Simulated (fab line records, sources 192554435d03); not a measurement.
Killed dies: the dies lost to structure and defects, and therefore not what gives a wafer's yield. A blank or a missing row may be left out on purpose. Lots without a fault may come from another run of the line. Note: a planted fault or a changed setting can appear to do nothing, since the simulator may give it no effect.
Comparing a struck lot with a sound one | flow n5Finfet | 14 steps out of a route of 1938
Sound: the wafers L126.2, L126.3, L126.5. Struck: wafer L139.6. (L139.1, L139.3 of the same lot were not struck and are left out.) The cause comes at the end.
Order at every step that has rows: each side's tool, ch and its chambers, its first start. Under that, the readings that differ: sound wafers | struck wafers | difference of the means | sigmas: that difference in standard deviations of wafers without a fault.
alike: readings with means less than 2 such deviations apart, plus words and numbers identical on both sides. not compared: withheld readings, readings lacking a value on some wafer, bounds such as >300 that could conceal the same value, and numbers that have no deviation in the record and whose values overlap.
Wherever a step has rows on one side only, a row that says differs or no value, or a row with sigmas, the two part there. Numbers that have no deviation but don't overlap get no sigmas and don't part them. A reading that every wafer of one side lacks parts them only if that side has two wafers or more.

N5_HKMG_FIN_ETCHBACK_68: etches the open film in Cl2/Ar, stops on HfO2, target depth 0.5 nm.
  sound on rieMetal-01 ch 1, day 4 16:29; struck on rieMetal-02 ch 1, day 8 11:43
reading                  | sound       | struck | difference | sigmas
drypumpMotorCurrentA (A) | 6.5 6.5 6.5 | 5.5    | -1.0       | -2
  alike: chamberPressureMTorr, oesProductAu, throttleValvePct
  not compared: rfHoursCounterH
then, 1 step without rows for these wafers: N5_HKMG_FIN_STRIP_69 (strips in N2/H2, time 360 s).
N5_HKMG_FIN_ALD_21: deposits TiN, target thk 1.5 nm, pulse time 1 s, purge time 3 s.
  sound on aldMetal-01 ch 2,3, day 4 17:05; struck on aldMetal-01 ch 1, day 8 12:21
  alike: heaterPowerW, precursorPulseHeightRel
then, 4 steps without rows for these wafers: N5_HKMG_FIN_ALD_72 (deposits W, target thk 2 nm, pulse time 1 s, purge time 2 s); N5_HKMG_FIN_W_FILL_22 (material W, target thk 60 nm, time 18.2 s); N5_HKMG_FIN_PRECLEAN_83 (cleans in DIW, time 57.5 s); N5_HKMG_FIN_SRD_84 (dry time 32 s).
N5_HKMG_FIN_CMP_23: polishes, stops on SiNx, t overpolish 10 s, target thk 46.326 nm.
  sound on cmp-02 ch 0,2,3, day 4 17:47; struck on cmp-03 ch 0, day 8 12:58
reading             | sound          | struck | difference | sigmas
timeToEndpointS (s) | 13.8 13.4 13.0 | 8.5    | -4.9       | -2
  alike: motorCurrentA, overpolishRunS
N5_HKMG_FIN_CMP_94: polishes, stops on SiNx, t overpolish 4.7 s, target thk 43.299 nm.
  sound on cmp-02 ch 0,2,3, day 4 18:10; struck on cmp-03 ch 0, day 8 13:23
  alike: motorCurrentA
N5_HKMG_FIN_INSPECT_28: inspects for defects (darkfield).
  sound on defectInspect-02 at day 4 18:20; struck on defectInspect-02 at day 8 13:36
reading        | sound    | struck | difference | sigmas
rawDefectCount | 34 45 42 | 84     | +44        | +3
then, 1 step without rows for these wafers: N5_GATE_CUT_ETCHBACK_00 (etches W in SF6/Cl2).
N5_GATE_CUT_ETCH_56: etches TiN in Cl2/Ar, target depth 21.6 nm.
  sound on rieMetal-01 ch 1, day 4 18:38; struck on rieMetal-01 ch 1, day 8 13:45
reading                 | sound             | struck | difference | sigmas
model.etch.depthNm (nm) | 22.08 22.21 22.12 | 29.78  | +7.64      | 
  alike: chamberPressureMTorr, drypumpMotorCurrentA, oesProductAu, throttleValvePct
  not compared: rfHoursCounterH
N5_GATE_CUT_ETCHBACK_30: etches TiN in Cl2/Ar, target depth 3 nm.
  sound on rieMetal-01 ch 1, day 4 18:47; struck on rieMetal-01 ch 1, day 8 13:50
reading                      | sound                | struck | difference | sigmas
chamberPressureMTorr (mTorr) | 10.006 10.003 10.008 | 9.982  | -0.024     | -3
  alike: drypumpMotorCurrentA, oesProductAu, throttleValvePct
  not compared: rfHoursCounterH
next, for these wafers, 1 step has no rows: N5_PASSIVATION_PROBE_49.

WHERE THEY PART
First at N5_HKMG_FIN_ETCHBACK_68; last, within this record, at N5_GATE_CUT_ETCHBACK_30.

WHY: what the simulator had put in
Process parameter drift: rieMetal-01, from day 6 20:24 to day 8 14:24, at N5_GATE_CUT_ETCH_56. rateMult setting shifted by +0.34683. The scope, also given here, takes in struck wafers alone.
